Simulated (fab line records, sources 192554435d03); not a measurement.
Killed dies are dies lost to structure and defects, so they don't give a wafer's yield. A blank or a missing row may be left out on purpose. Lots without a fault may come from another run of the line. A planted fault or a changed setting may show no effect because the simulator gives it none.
Split-lot experiment | flow n5_finfet | 7 lots, 21 wafers read, on a route of 1938 steps

THE SPLIT
At N5_BEOL_M1_ETCH_64 (etches SOC in N2/H2, target depth 75 nm, overetch 15 nm, time 112.5 s), the setting bias_w was moved away from the recipe's 150 W on 9 of the 21 wafers read, by -16.4% to +17.8%. The other wafers ran this setting at the recipe's value.

The reading is taken at the split's own step.

THE READING
rf_vpp_V, in V, at N5_BEOL_M1_ETCH_64 (etches SOC in N2/H2, target depth 75 nm, overetch 15 nm, time 112.5 s). Fault-free wafers of this fab line usually give 523.5 V, standard deviation 2.2 V.

wafer  | tool, chamber at the split | bias_w as run, W | against the recipe | rf_vpp_V, V | against lot-mates on the recipe
L075.3 | rie_diel-01, 1             | 128.5            | -14.3%             | 472.5       | -55.7
L075.4 | rie_diel-01, 0             | 150              | recipe             | 528.2       | -
L075.6 | rie_diel-01, 3             | 128.5            | -14.3%             | 473.1       | -55.1
L076.3 | rie_diel-02, 3             | 150              | recipe             | 527.3       | -
L076.5 | rie_diel-02, 0             | 125.5            | -16.3%             | 466.4       | -60.1
L076.6 | rie_diel-02, 3             | 150              | recipe             | 525.8       | -
L080.1 | rie_diel-06, 3             | 150              | recipe             | 522.8       | -
L080.2 | rie_diel-06, 1             | 150              | recipe             | 528.2       | -
L080.3 | rie_diel-06, 0             | 176.7            | +17.8%             | 578.9       | +53.4
L081.1 | rie_diel-01, 1             | 150              | recipe             | 519.6       | -
L081.2 | rie_diel-01, 2             | 150              | recipe             | 523.1       | -
L081.4 | rie_diel-01, 0             | 150              | recipe             | 527.4       | -
L083.2 | rie_diel-01, 3             | 150              | recipe             | 521.3       | -
L083.5 | rie_diel-01, 2             | 150              | recipe             | 521.7       | -
L083.6 | rie_diel-01, 1             | 150              | recipe             | 520.2       | -
L085.4 | rie_diel-02, 2             | 131.3            | -12.5%             | 479.9       | -47.1
L085.5 | rie_diel-02, 0             | 131.3            | -12.5%             | 481.6       | -45.4
L085.6 | rie_diel-02, 3             | 150              | recipe             | 527.0       | -
L092.2 | rie_diel-06, 3             | 125.4            | -16.4%             | 464.5       | no lot-mate on the recipe
L092.5 | rie_diel-06, 0             | 125.4            | -16.4%             | 466.6       | no lot-mate on the recipe
L092.6 | rie_diel-06, 1             | 125.4            | -16.4%             | 471.6       | no lot-mate on the recipe

THE FIT
A straight line over all 21 wafers: rf_vpp_V changes by +3.4 V for each +1% of bias_w; r = +0.99; the points scatter about the line by 3.2 V.
The same after taking each lot's own level away (the mean of its wafers on the recipe; 18 wafers): +3.52 V for each +1%; r = +0.99; scatter 3.2 V.
On that fit, the largest move of bias_w shifts the reading by 63 V.
The lots' own levels span 521.07 to 528.20 V, that is 3.2 times the standard deviation above.
So the lot-to-lot level changes the slope little: the two slopes agree.
Check: with one of the wafers moved furthest among these (+17.8%) left out of the fit, the line predicts +67.1 V for it against its lot-mates. It came out at +53.4 V against them.
Tool readings at the split's step, against how far the setting was moved: rf_vpp_V r = +0.99.

OTHER SPLITS ON THESE WAFERS
These wafers also went through other splits before the reading. Each is held against what the fit with the lots' levels taken away leaves over:
other split on the same wafers         | wafers away from the commonest value | r with rf_vpp_V (lot level and that fit taken away)
N5_SD_EPI_N_EPI_21 epi_growth_time_s   | 9                                    | +0.07
N5_SD_EPI_P_COAT_34 spin_rpm           | 7                                    | -0.15
N5_SDB_ALD_29 ald_cycles               | 8                                    | -0.10
N5_HKMG_FIN_ETCH_32 bias_w             | 9                                    | +0.05
N5_GATE_CUT_ALD_22 ald_cycles          | 11                                   | +0.42
N5_MOL_CONTACT_COAG_ETCH_91 time_s     | 7                                    | +0.02
N5_BEOL_M0_SAQP_HM_DEP_02 target_thk_a | 9                                    | +0.47
N5_BEOL_M0_SAQP_COAT_81 spin_rpm       | 7                                    | -0.05
N5_BEOL_M0_ETCH_109 bias_w             | 7                                    | +0.04

THE WHOLE CHAIN: every reading that the file lists as answering this split, in the file's order
step               | what it does                                                          | reading                                                                          | change (the file's fit)                | r (the file's)
N5_BEOL_M1_ETCH_64 | etches SOC in N2/H2, target depth 75 nm, overetch 15 nm, time 112.5 s | rf_vpp_V                                                                         | +3.5 V for each +1% of the setting     | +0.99
N5_BEOL_M1_ETCH_64 | etches SOC in N2/H2, target depth 75 nm, overetch 15 nm, time 112.5 s | SiARC_of_BEOL_M1_COAT_62.thk_nm (the simulator's own value, which no gauge read) | -0.0696 nm for each +1% of the setting | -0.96

THE FILE'S OWN FIT
rf_vpp_V changes by +3.5 V for each +1% of bias_w, r = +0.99.
